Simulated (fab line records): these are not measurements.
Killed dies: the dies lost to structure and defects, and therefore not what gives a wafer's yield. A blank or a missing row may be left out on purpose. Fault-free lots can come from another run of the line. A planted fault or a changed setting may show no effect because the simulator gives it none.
The tool behind it: which one? || flow n5 finfet || Sampling: 10 lots, 30 wafers, 2 of 1938 route steps

== WHAT THE GAUGES SHOWED, per wafer ==
N5_BEOL_M4_RC_MEAS_101. Usual: DIBL_N 36.3 mV/V, standard deviation 1.6; DIBL_P 36.4 mV/V, standard deviation 2.1; IOFF_N 0.16 nA/um, standard deviation 0.032; IOFF_P 0.22 nA/um, standard deviation 0.044; ION_N 675 uA/um, standard deviation 12; ION_P 463 uA/um, standard deviation 8.3; SS_N 71.6 mV/dec, standard deviation 0.64; SS_P 73.3 mV/dec, standard deviation 0.67; VT_N 250 mV, standard deviation 3.3; VT_P -250 mV, standard deviation 3.7.
{"lot": "L562", "measured": "day 10 10:26", "on": "prober-02", "DIBL_N (mV/V)": "38.8 35.0 36.4", "DIBL_P (mV/V)": "38.2 33.1 35.1", "IOFF_N (nA/um)": "0.18 0.12 0.15", "IOFF_P (nA/um)": "0.23 0.16 0.20", "ION_N (uA/um)": "684 666 686", "ION_P (uA/um)": "466 455 464", "SS_N (mV/dec)": "71.7 70.6 71.9", "SS_P (mV/dec)": "73.9 73.1 73.5", "VT_N (mV)": "252 256 251", "VT_P (mV)": "-247 -255 -251", "flag": ""}
{"lot": "L564", "measured": "day 10 16:30", "on": "prober-02", "DIBL_N (mV/V)": "36.3 35.1 37.4", "DIBL_P (mV/V)": "35.5 33.6 36.4", "IOFF_N (nA/um)": "0.15 0.13 0.18", "IOFF_P (nA/um)": "0.19 0.17 0.21", "ION_N (uA/um)": "674 667 694", "ION_P (uA/um)": "463 462 471", "SS_N (mV/dec)": "70.6 70.5 71.2", "SS_P (mV/dec)": "73.7 73.0 72.5", "VT_N (mV)": "251 250 246", "VT_P (mV)": "-251 -252 -254", "flag": ""}
{"lot": "L566", "measured": "day 11 12:28", "on": "prober-01", "DIBL_N (mV/V)": "36.8 36.9 37.2", "DIBL_P (mV/V)": "38.9 38.7 40.1", "IOFF_N (nA/um)": "0.19 0.19 0.20", "IOFF_P (nA/um)": "0.26 0.26 0.29", "ION_N (uA/um)": "690 682 697", "ION_P (uA/um)": "472 471 486", "SS_N (mV/dec)": "71.3 71.8 71.9", "SS_P (mV/dec)": "74.1 73.6 74.9", "VT_N (mV)": "249 249 247", "VT_P (mV)": "-248 -248 -245", "flag": ""}
{"lot": "L567", "measured": "day 11 14:42", "on": "prober-01", "DIBL_N (mV/V)": "38.7 38.2 37.8", "DIBL_P (mV/V)": "39.0 39.1 37.9", "IOFF_N (nA/um)": "0.20 0.18 0.18", "IOFF_P (nA/um)": "0.32 0.32 0.31", "ION_N (uA/um)": "664 683 686", "ION_P (uA/um)": "472 477 484", "SS_N (mV/dec)": "73.3 71.7 72.3", "SS_P (mV/dec)": "73.9 73.5 73.8", "VT_N (mV)": "248 249 247", "VT_P (mV)": "-242 -244 -240", "flag": ""}
{"lot": "L572", "measured": "day 13 03:26", "on": "prober-01", "DIBL_N (mV/V)": "33.4 35.7 36.9", "DIBL_P (mV/V)": "34.7 36.9 39.4", "IOFF_N (nA/um)": "0.13 0.16 0.19", "IOFF_P (nA/um)": "0.18 0.22 0.26", "ION_N (uA/um)": "657 672 668", "ION_P (uA/um)": "454 461 463", "SS_N (mV/dec)": "71.0 71.3 72.0", "SS_P (mV/dec)": "72.7 73.6 74.2", "VT_N (mV)": "252 250 247", "VT_P (mV)": "-250 -250 -248", "flag": ""}
{"lot": "L573", "measured": "day 13 12:34", "on": "prober-02", "DIBL_N (mV/V)": "35.9 38.0 36.0", "DIBL_P (mV/V)": "34.6 38.2 35.5", "IOFF_N (nA/um)": "0.14 0.19 0.15", "IOFF_P (nA/um)": "0.19 0.24 0.20", "ION_N (uA/um)": "661 675 661", "ION_P (uA/um)": "454 463 457", "SS_N (mV/dec)": "72.3 71.3 71.9", "SS_P (mV/dec)": "73.2 73.5 73.4", "VT_N (mV)": "251 246 251", "VT_P (mV)": "-250 -249 -250", "flag": ""}
{"lot": "L574", "measured": "day 13 18:07", "on": "prober-02", "DIBL_N (mV/V)": "34.7 33.1 35.3", "DIBL_P (mV/V)": "35.1 33.9 35.8", "IOFF_N (nA/um)": "0.14 0.11 0.15", "IOFF_P (nA/um)": "0.20 0.18 0.20", "ION_N (uA/um)": "663 651 668", "ION_P (uA/um)": "458 457 462", "SS_N (mV/dec)": "71.4 71.3 71.0", "SS_P (mV/dec)": "73.7 73.1 74.1", "VT_N (mV)": "253 257 251", "VT_P (mV)": "-253 -252 -251", "flag": ""}
{"lot": "L576", "measured": "day 13 20:44", "on": "prober-01", "DIBL_N (mV/V)": "38.0 33.7 34.7", "DIBL_P (mV/V)": "37.5 32.2 33.5", "IOFF_N (nA/um)": "0.20 0.12 0.13", "IOFF_P (nA/um)": "0.26 0.17 0.18", "ION_N (uA/um)": "699 654 674", "ION_P (uA/um)": "471 452 461", "SS_N (mV/dec)": "72.3 70.6 71.4", "SS_P (mV/dec)": "74.3 72.7 74.0", "VT_N (mV)": "246 253 251", "VT_P (mV)": "-244 -250 -251", "flag": ""}
{"lot": "L579", "measured": "day 14 09:46", "on": "prober-01", "DIBL_N (mV/V)": "34.4 35.5 38.4", "DIBL_P (mV/V)": "34.3 36.6 40.4", "IOFF_N (nA/um)": "0.15 0.17 0.24", "IOFF_P (nA/um)": "0.21 0.25 0.32", "ION_N (uA/um)": "678 699 690", "ION_P (uA/um)": "465 479 468", "SS_N (mV/dec)": "71.0 72.3 72.9", "SS_P (mV/dec)": "72.0 73.0 74.0", "VT_N (mV)": "246 247 243", "VT_P (mV)": "-247 -246 -243", "flag": ""}
{"lot": "L581", "measured": "day 15 18:29", "on": "prober-02", "DIBL_N (mV/V)": "35.4 34.7 40.7", "DIBL_P (mV/V)": "36.1 35.6 41.8", "IOFF_N (nA/um)": "0.13 0.13 0.24", "IOFF_P (nA/um)": "0.16 0.16 0.26", "ION_N (uA/um)": "665 662 697", "ION_P (uA/um)": "456 456 463", "SS_N (mV/dec)": "71.8 71.1 73.0", "SS_P (mV/dec)": "72.6 73.2 74.2", "VT_N (mV)": "254 252 245", "VT_P (mV)": "-253 -256 -247", "flag": ""}

N5_BEOL_M15_CD_MEAS_28: the cd target is 407.6 nm. Usual: cd nm at 408.0 nm, with a standard deviation of 1.9.
{"lot": "L562", "measured": "day 14 05:52", "on": "cd sem-01", "cd nm (nm)": "407.8 409.2 409.9", "flag": ""}
{"lot": "L564", "measured": "day 14 06:02", "on": "cd sem-03", "cd nm (nm)": "404.2 404.7 407.1", "flag": ""}
{"lot": "L566", "measured": "day 15 04:40", "on": "cd sem-02", "cd nm (nm)": "409.6 411.4 410.4", "flag": ""}
{"lot": "L567", "measured": "day 15 17:31", "on": "cd sem-02", "cd nm (nm)": "407.4 408.2 408.3", "flag": ""}
{"lot": "L572", "measured": "day 16 11:44", "on": "cd sem-02", "cd nm (nm)": "410.3 410.5 410.7", "flag": ""}
{"lot": "L573", "measured": "day 17 06:40", "on": "cd sem-01", "cd nm (nm)": "409.1 407.7 410.3", "flag": ""}
{"lot": "L574", "measured": "day 17 07:34", "on": "cd sem-02", "cd nm (nm)": "407.6 408.3 408.4", "flag": ""}
{"lot": "L576", "measured": "day 17 10:34", "on": "cd sem-03", "cd nm (nm)": "407.7 409.1 408.5", "flag": ""}
{"lot": "L579", "measured": "day 17 09:34", "on": "cd sem-02", "cd nm (nm)": "405.5 409.1 409.2", "flag": ""}
{"lot": "L581", "measured": "day 19 10:10", "on": "cd sem-01", "cd nm (nm)": "405.4 405.0 404.6", "flag": ""}

== TOOL THAT RAN EACH LOT (tool first, then ch and the chambers of the sampled wafers, then the start) ==
Before these readings, the record contains no process step.

== AS READ BY THE TOOLS THEMSELVES (means over the sampled wafers that have a number; for cases with no such wafer, the mark the record gives instead) ==
The record holds no such reading with a usual standard deviation.

== THE ANSWER, worked out from the rows above alone ==
Rule: a lot counts as off when the mean over its wafers that have a number is more than 3 standard deviations away from the usual mean. A lot without any number at a reading at which 4 lots or more have one is off too. All remaining lots with rows at the step are treated as sound. Order of review: gauges by route order, followed by the tools' own readings, for which a lot's mean as printed above is used. At the first step where some lot is off, the reading lying furthest off is the one used; lots without a number count as furthest.
No lot is off at any reading shown: from this, nothing can be told.

== WHAT WAS PUT IN BY THE SIMULATOR ==
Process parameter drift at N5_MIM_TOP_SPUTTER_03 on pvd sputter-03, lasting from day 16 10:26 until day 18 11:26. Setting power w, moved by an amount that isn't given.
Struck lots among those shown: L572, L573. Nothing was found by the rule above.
